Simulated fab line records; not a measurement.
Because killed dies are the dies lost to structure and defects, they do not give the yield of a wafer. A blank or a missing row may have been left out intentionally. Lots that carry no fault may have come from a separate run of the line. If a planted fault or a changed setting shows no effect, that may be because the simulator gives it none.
Problem report, 8D (eight disciplines) form, completed by code | flow n5 finfet | the parts of the form that need people (team, actions taken, sign-off) are left out

== 1. WHAT WENT WRONG ==
Mean of bias w at N5_BEOL_M3_ETCH_70: 163.8 W over 2 wafers from 1 lot, against 150.1 W (standard deviation 0.47) on wafers with no fault. That puts it +29 standard deviations away from the usual mean.
The step: etches SOC in N2/H2, target depth 80 nm, overetch 16 nm, time 120 s.
Earliest sighting: wafer L492.2 on rie diel-01 at day 12 19:49. The record has a number at this step for 27 wafers belonging to 9 lots. By rule, "out" or "out of limits" means more than 4 standard deviations away from the usual mean. The other wafers with a number count as sound.

== 2. WHAT THIS IS AND IS NOT ==
question                    | is                | is not
which readings at this step | bias w, rf vpp V  | drypump motor current A, showerhead plenum p Torr, throttle valve pct
which lots                  | L492              | L473, L478, L480, L481, L482, L484, L487, L493
which wafers of those lots  | L492.2, L492.6    | L492.3
read on which tools         | rie diel-01       | rie diel-05, rie diel-06
when                        | from day 12 19:49 | up to then (25 sound wafers)

== 3. SUSPECTS, AND WHAT RULES EACH OUT ==
Counting: a tool at a process step up to the reading stays a suspect if it ran every lot that is out. Sound lots after the first of them don't rule it out here, since some wafers of a struck lot are sound.
- rie diel-06 at N5_BEOL_M3_ETCH_64 (etches SOC in N2/H2, target depth 75 nm, overetch 15 nm, time 112.5 s): kept. The lot that is out, L492, ran on it at day 12 16:49; the last sound lot it ran before that was L484, at day 11 23:46.
- rie diel-06 at N5_BEOL_M3_ETCH_69 (etches SiARC in CF4, target depth 15.6 nm, time 26 s): kept. The lot that is out, L492, ran on it at day 12 17:40; the last sound lot it ran before that was L484, at day 12 00:36.
- rie diel-01 at N5_BEOL_M3_ETCH_70 (etches SOC in N2/H2, target depth 80 nm, overetch 16 nm, time 120 s): kept. The lot that is out, L492, ran on it at day 12 19:49; the last sound lot it ran before that was L482, at day 9 04:59. On those wafers its own readings are out: bias w, rf vpp V.
- Within rie diel-06 at N5_BEOL_M3_ETCH_64: the wafers that are out ran in chambers 0, 2; their sound lot-mates ran in chamber 3.
- Within rie diel-06 at N5_BEOL_M3_ETCH_69: the wafers that are out ran in chambers 1, 2; their sound lot-mates ran in chamber 0.
- At N5_BEOL_M3_ETCH_70 on rie diel-01, chamber 0 took the sound wafers of the same lots and chamber 1 took the wafers that are out.
Left after counting: rie diel-06 at N5_BEOL_M3_ETCH_64, rie diel-06 at N5_BEOL_M3_ETCH_69, rie diel-01 at N5_BEOL_M3_ETCH_70.

== 4. THE CAUSE (what the simulator had put in) ==
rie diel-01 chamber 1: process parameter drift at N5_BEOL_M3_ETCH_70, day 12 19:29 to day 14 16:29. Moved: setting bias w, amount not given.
3 suspects survive the count, and this tool is in that group.

== 5. THE CHAIN OF EFFECTS, in route order ==
Each row: a reading where the mean over the struck wafers with a number is more than 3 standard deviations away from the usual. Scope: only readings with a usual standard deviation given in the record; hours: median across lots of the time from each lot's start at the first step in this table that gives one to its start at this step; sigmas: change in usual standard deviations.
hours | step               | reading  | usual   | on struck wafers | change | sigmas
0     | N5_BEOL_M3_ETCH_70 | bias w   | 150.1 W | 163.8            | +13.7  | +29
0     | N5_BEOL_M3_ETCH_70 | rf vpp V | 524.6 V | 556.2            | +31.6  | +13
It contains these process steps:
- N5_BEOL_M3_ETCH_70: etches SOC in N2/H2, target depth 80 nm, overetch 16 nm, time 120 s.
Later measuring or inspecting steps at which every struck wafer that the step has a row for has a number for every such reading, and none has moved that far: N5_BEOL_M4_RC_MEAS_101.

== 6. HOW IT WOULD HAVE BEEN CAUGHT EARLIER ==
In this record no reading fell out of limits until day 12 19:49, 0 hours after the fault had begun at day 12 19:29.
